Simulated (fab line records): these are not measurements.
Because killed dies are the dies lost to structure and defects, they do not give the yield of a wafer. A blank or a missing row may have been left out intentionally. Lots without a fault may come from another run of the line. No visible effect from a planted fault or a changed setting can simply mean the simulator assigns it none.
fab line records    flow nand-harc
record lots=5  wafers=15  last-day=33
route steps=1302 shown P_ZERO_WELL@44 END@1302
lots with no fault: from the same line, run without faults
start-h: hours from the record's first day to the start of the lot's first wafer shown    wait-h: hours since the lot's step before    " repeats the value in the row above    L1.1+2: a row that stands for several wafers    - either no value or no given start    * or withheld: withheld    < > ~ a bound
route shown NAME@n: a module of which the file shows steps, and the number in the route of the first    usual: average and standard deviation across the fault-free wafers    same: alike in all rows    chamber/n: place in a boat    sites: per-site readings    _std_site: standard deviation across them    _edge_site: outer sites' mean less inner sites'    radius-mm: how far each site lies from the wafer's centre    mask NAME#n: copy n    behind: tool/chamber where the wafer was last shaped    hold: what put the lot on hold/how long, in hours/how the hold closed    device: the transistor (n, p or np) that didn't switch    end of line: the route-end tests of the same wafers    a step without rows: its recipe alone    killed: count of dies lost to structure and defects at first sort (not the wafer's yield)    map: a wafer's dies, x killed, . not, _ none there
set.NAME: setting as actually run; set.NAME@STEP: the setting as run at that earlier step    model.NAME: the simulator's own value behind a step, which no gauge read
certain route steps with their lots: each step a table, each wafer a row
services: a tool's chamber out of use, with start hour (start-h, from the record's first day; less than 0 if before it), hours out, and reason
## steps
# step NHARC_P_ZERO_WELL_CD_MEAS_37
# recipe target-cd-nm=720  landing-energy-ev=500
# usual cd-nm=719.6/2.2
lot.wafer  tool       chamber  start-h  wait-h  cd-nm
L748.1     cd-sem-02  0        54.55    -       722.8
L748.4     "          0        "        "       722.7
L748.5     "          0        "        "       722.7
L750.3     cd-sem-03  0        73.92    -       719.1
L750.4     "          0        "        "       720.1
L750.5     "          0        "        "       723.3
L756.4     cd-sem-03  0        133.98   -       716.3
L756.5     "          0        "        "       718.3
L756.6     "          0        "        "       720.6
L759.1     cd-sem-03  0        164.11   -       720.6
L759.2     "          0        "        "       714.3
L759.5     "          0        "        "       718.4
L767.1     cd-sem-03  0        244.09   -       720.3
L767.2     "          0        "        "       720.8
L767.4     "          0        "        "       715.0
# step NHARC_P_ZERO_WELL_HARDBAKE_38
# recipe temp-c=125  time-s=80
# step NHARC_P_ZERO_WELL_DESCUM_39
# recipe time-s=3  o2-flow-sccm=200  ar-flow-sccm=0  bias-power-w=0  chemistry=O2
# usual chamber-pressure-mTorr=60.00/0.052  drypump-motor-current-A=5.6/0.42  oes-product-au=0.999/0.013  rf-vpp-V=57.6/0.91  showerhead-plenum-p-Torr=1.89/0.095  throttle-valve-pct=11.312/0.0097
lot.wafer  tool         chamber  start-h  wait-h  chamber-pressure-mTorr  drypump-motor-current-A  oes-product-au  rf-hours-counter-h  rf-vpp-V  showerhead-plenum-p-Torr  throttle-valve-pct
L748.1     rie-diel-13  3        56.20    -       59.97                   5.9                      0.990           22                  57.6      1.79                      11.305
L748.4     "            0        "        "       59.91                   6.0                      0.996           23                  58.7      2.02                      11.307
L748.5     "            2        "        "       60.01                   5.4                      1.004           -                   58.2      2.02                      11.328
L750.4     rie-diel-06  3        74.10    -       59.97                   4.8                      0.985           41                  57.8      1.82                      11.310
L750.3     "            0        "        "       59.95                   6.0                      0.984           38                  57.0      1.88                      11.325
L750.5     "            2        "        "       59.98                   5.6                      0.991           -                   57.9      1.89                      11.305
L756.4     rie-diel-09  3        134.15   -       60.01                   5.2                      0.993           42                  58.5      1.91                      11.314
L756.6     "            1        "        "       59.94                   6.1                      1.002           -                   57.8      1.92                      11.327
L756.5     "            2        "        "       59.92                   5.1                      0.994           -                   57.1      1.79                      11.291
L759.2     rie-diel-13  2        164.27   -       60.01                   5.4                      1.014           64                  59.3      2.01                      11.309
L759.1     "            3        "        "       59.99                   5.9                      0.984           58                  54.8      1.78                      11.316
L759.5     "            2        "        "       59.99                   5.4                      1.006           -                   58.3      2.01                      11.302
L767.1     rie-diel-09  3        244.27   -       60.07                   5.2                      1.003           32                  57.1      1.90                      11.311
L767.4     "            0        "        "       59.94                   5.7                      1.007           32                  59.0      2.07                      11.327
L767.2     "            1        "        "       59.97                   6.1                      1.005           33                  58.0      1.91                      11.308
# step NHARC_P_ZERO_WELL_IMPLANT_40
# recipe energy-kev=300  dose-cm2=1e+13  tilt-deg=7
# step NHARC_P_ZERO_WELL_IMPLANT_59
# recipe energy-kev=120  dose-cm2=5e+12  tilt-deg=7
# step NHARC_P_ZERO_WELL_IMPLANT_60
# recipe energy-kev=30  dose-cm2=2e+12  tilt-deg=7
# step NHARC_P_ZERO_WELL_STRIP_41
# recipe time-s=840  temp-c=130  chemistry=SPM
# step NHARC_P_ZERO_WELL_DEHYDRATE_44
# recipe temp-c=150  time-s=120
# step NHARC_P_ZERO_WELL_HMDS_45
# recipe time-s=30
# step NHARC_P_ZERO_WELL_COAT_46
# recipe spin-rpm=withheld
# step NHARC_P_ZERO_WELL_SOFTBAKE_47
# recipe temp-c=122  time-s=95
# step NHARC_P_ZERO_WELL_EBR_48
# step NHARC_P_ZERO_WELL_EXPOSE_49
# recipe na=0.6  target-cd-nm=2000  dose-mj=22.64  mask-id=P_HVPW
# usual focus-offset-nm=-0.1/0.52
lot.wafer  tool            chamber  start-h  wait-h  mask         focus-offset-nm
L748.1     krf-scanner-04  0        57.42    -       P_HVPW#0     0.1
L748.4     "               0        "        "       P_HVPW#0     0.1
L748.5     "               0        "        "       P_HVPW#0     0.4
L750.3     krf-scanner-03  0        75.28    -       P_HVPW_R1#0  0.1
L750.4     "               0        "        "       P_HVPW_R1#0  0.1
L750.5     "               0        "        "       P_HVPW_R1#0  0.6
L756.4     krf-scanner-03  0        135.46   -       P_HVPW#0     -0.3
L756.5     "               0        "        "       P_HVPW#0     -0.5
L756.6     "               0        "        "       P_HVPW#0     -0.3
L759.1     krf-scanner-03  0        165.58   -       P_HVPW#0     0.2
L759.2     "               0        "        "       P_HVPW#0     -0.7
L759.5     "               0        "        "       P_HVPW#0     0.1
L767.1     krf-scanner-04  0        245.58   -       P_HVPW#0     0.3
L767.2     "               0        "        "       P_HVPW#0     -0.1
L767.4     "               0        "        "       P_HVPW#0     -0.2
# step NHARC_P_ZERO_WELL_PEB_50
# recipe peb-temp-c=118  peb-time-s=85
# step NHARC_P_ZERO_WELL_DEVELOP_51
# recipe time-s=70
# step NHARC_P_ZERO_WELL_CD_MEAS_52
# recipe target-cd-nm=2000  landing-energy-ev=500
# usual cd-nm=1999.7/2.3
lot.wafer  tool       chamber  start-h  wait-h  cd-nm
L748.1     cd-sem-02  0        57.57    -       1999.7
L748.4     "          0        "        "       2004.2
L748.5     "          0        "        "       2004.2
L750.3     cd-sem-02  0        75.43    -       1982.6
L750.4     "          0        "        "       1984.7
L750.5     "          0        "        "       1985.2
L756.4     cd-sem-03  0        135.61   -       1999.8
L756.5     "          0        "        "       2002.5
L756.6     "          0        "        "       2001.1
L759.1     cd-sem-03  0        165.74   -       2003.8
L759.2     "          0        "        "       2000.1
L759.5     "          0        "        "       2005.8
L767.1     cd-sem-02  0        245.74   -       2002.3
L767.2     "          0        "        "       1998.0
L767.4     "          0        "        "       2000.5
# step NHARC_P_ZERO_WELL_HARDBAKE_53
# recipe temp-c=125  time-s=80
# step NHARC_P_ZERO_WELL_DESCUM_54
# recipe time-s=3  o2-flow-sccm=200  ar-flow-sccm=0  bias-power-w=0  chemistry=O2
# usual chamber-pressure-mTorr=60.00/0.058  drypump-motor-current-A=5.5/0.41  oes-product-au=0.998/0.014  rf-vpp-V=57.6/0.84  showerhead-plenum-p-Torr=1.87/0.086  throttle-valve-pct=11.311/0.009
lot.wafer  tool         chamber  start-h  wait-h  chamber-pressure-mTorr  drypump-motor-current-A  oes-product-au  rf-hours-counter-h  rf-vpp-V  showerhead-plenum-p-Torr  throttle-valve-pct  model.P_ZERO_WELL.cd-nm
L748.1     rie-diel-06  3        57.75    -       60.03                   4.8                      0.983           36                  56.8      1.83                      11.305              2000
L748.4     "            1        "        "       59.97                   5.5                      1.026           37                  57.3      1.79                      11.309              2004
L748.5     "            2        "        "       59.99                   5.5                      0.990           -                   57.6      1.89                      11.296              2004
L750.3     rie-diel-09  2        75.59    -       60.01                   5.1                      0.992           36                  56.0      1.80                      11.304              1982
L750.4     "            3        "        "       60.08                   5.2                      0.990           26                  56.8      1.91                      11.303              1984
L750.5     "            2        "        "       60.02                   5.1                      0.991           -                   57.6      1.80                      11.320              1985
L756.4     rie-diel-09  2        135.80   -       60.02                   5.1                      0.992           51                  55.2      1.79                      11.296              1999
L756.5     "            3        "        "       59.99                   5.2                      0.988           -                   56.9      1.91                      11.308              2001
L756.6     "            0        "        "       59.88                   5.7                      1.020           -                   57.0      1.77                      11.325              2000
L759.1     rie-diel-06  3        165.91   -       59.93                   4.8                      0.957           14                  58.1      1.82                      11.305              2003
L759.2     "            1        "        "       60.07                   5.4                      1.001           12                  57.2      1.78                      11.311              2000
L759.5     "            3        "        "       59.93                   4.8                      0.969           -                   57.0      1.82                      11.296              2005
L767.4     rie-diel-06  1        245.90   -       60.03                   5.4                      1.002           43                  58.0      1.77                      11.316              2001
L767.2     "            2        "        "       59.95                   5.5                      1.011           42                  57.5      1.87                      11.301              1998
L767.1     "            0        "        "       59.90                   5.9                      1.006           41                  58.9      1.86                      11.328              2003
# step NHARC_P_ZERO_WELL_IMPLANT_55
# recipe energy-kev=180  dose-cm2=8e+11  tilt-deg=7
# step NHARC_END_SORT_01
# recipe temp-c=25
# usual killed-at-array=45/18  killed-at-other=0.9/1.3  killed-at-periphery=3.7/2.2  killed-dies=50/18  killed-open=3.2/1.9  killed-short=2.4/1.6
# same gross-dies=677
lot.wafer  tool       chamber  start-h  wait-h  killed-at-array  killed-at-other  killed-at-periphery  killed-dies  killed-open  killed-short
L748.1     prober-02  0        580.47   2.5     42               0                0                    42           1            2
L748.4     prober-02  0        582.88   3.4     24               0                1                    25           1            2
L748.5     prober-02  0        583.68   3.7     42               0                2                    44           2            2
L767.1     prober-01  0        777.97   2.5     19               0                6                    25           4            3
L767.2     prober-01  0        778.76   2.8     23               0                5                    28           3            5
L767.4     prober-01  0        780.36   3.4     15               0                4                    19           2            3
# killed by level:class
L748.1 A_CHANNEL_HOLE_D2:chamber-film-flake=37 A_CHANNEL_FILL_D1:geometric-particle:short=1 A_CHANNEL_FILL_D1:geometric-particle:open=1 A_ONON_D2:geometric-particle:short=1 A_WL_FILL:chamber-film-flake=1 A_CONTACT:chamber-film-flake=1
L748.4 A_CHANNEL_HOLE_D2:chamber-film-flake=17 A_CHANNEL_HOLE_D1:chamber-film-flake=3 P_M0:geometric-particle:short=1 A_M0:geometric-particle:open=1 A_M1:geometric-particle:short=1 A_CHANNEL_FILL_D1:chamber-film-flake=1 A_CONTACT:chamber-film-flake=1
L748.5 A_CHANNEL_HOLE_D2:chamber-film-flake=36 A_WL_FILL:geometric-particle:short=1 A_BLC:geometric-particle:open=1 A_M0:geometric-particle:short=1 A_M0:geometric-particle:open=1 P_ZERO_WELL:chamber-film-flake=1 P_GATE:chamber-film-flake=1 A_ZERO_WELL:chamber-film-flake=1
L767.1 A_CONTACT:chamber-film-flake=7 A_SLIT:chamber-film-flake=4 P_ZERO_WELL:chamber-film-flake=3 P_CONTACT:geometric-particle:open=1 P_M0:geometric-particle:open=1 P_M0:geometric-particle:short=1 A_CHANNEL_FILL_D1:geometric-particle:short=1 A_ONON_D2:geometric-particle:open=1
L767.2 A_SLIT:chamber-film-flake=10 A_CONTACT:chamber-film-flake=6 P_CONTACT:geometric-particle:short=2 A_WL_FILL:geometric-particle:short=2 P_CONTACT:geometric-particle:open=1 P_M0:geometric-particle:open=1 A_CHANNEL_FILL_D1:geometric-particle:short=1 A_SGD_CUT:geometric-particle:open=1
L767.4 A_SLIT:chamber-film-flake=5 A_CONTACT:chamber-film-flake=3 A_DECK1_JOINT:chamber-film-flake=2 P_STI:geometric-particle:short=1 P_CONTACT:geometric-particle:short=1 A_CHANNEL_FILL_D1:geometric-particle:short=1 A_CHANNEL_FILL_D2:geometric-particle:open=1 A_SGD_CUT:geometric-particle:open=1
## services
tool            chamber  start-h  hours  kind
rie-diel-13     1        33.97    13.2   repair
rie-diel-06     0        36.85    -      clean
rie-diel-06     1        36.85    -      clean
rie-diel-06     2        36.85    -      clean
rie-diel-06     3        36.85    -      clean
rie-diel-09     0        49.12    -      clean
rie-diel-09     1        49.12    -      clean
rie-diel-09     2        49.12    -      clean
rie-diel-09     3        49.12    -      clean
krf-scanner-03  -        52.00    4.0    pm
rie-diel-06     0        61.35    -      clean
rie-diel-09     0        83.49    9.6    repair
rie-diel-13     3        98.55    7.5    repair
rie-diel-06     0        115.46   3.3    repair
rie-diel-09     -        124.89   0.8    repair
rie-diel-06     -        130.20   9.0    pm
rie-diel-09     -        143.41   9.0    pm
rie-diel-13     -        165.07   9.0    pm
krf-scanner-03  -        171.01   0.7    repair
krf-scanner-04  -        182.00   4.0    pm
rie-diel-13     1        215.77   10.2   repair
krf-scanner-03  -        224.00   4.0    pm
krf-scanner-04  -        232.57   2.0    repair
krf-scanner-03  -        238.10   26.9   repair
## key
first-sign step=NHARC_P_ZERO_WELL_EXPOSE_49  reading=mask  direction=changed
effect step=NHARC_P_ZERO_WELL_CD_MEAS_52  reading=cd-nm  direction=down  sigmas=6.7  usual=1999.7  struck=1984.2
model-effect step=NHARC_P_ZERO_WELL_DESCUM_54  value=P_ZERO_WELL.cd-nm  without=2000  struck=1984
met-at NHARC_P_ZERO_WELL_EXPOSE_49
struck-wafers L750.3,L750.4,L750.5
tester-left-out L750
fault kind=wrong-mask  tool=any  chamber=-  onset-h=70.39  steps=NHARC_P_ZERO_WELL_EXPOSE_49  aux-copy=P_HVPW_R1#0  cd-offset-nm=-16.525  scope=struck-lots-only
# tester-left-out: of these lots the tester's yield and bins aren't shown, on N5 and GAA mostly nor the transistor test; their killed dies are dies lost to structure and defects alone, not to doping, threshold or leakage, so they don't give the yield
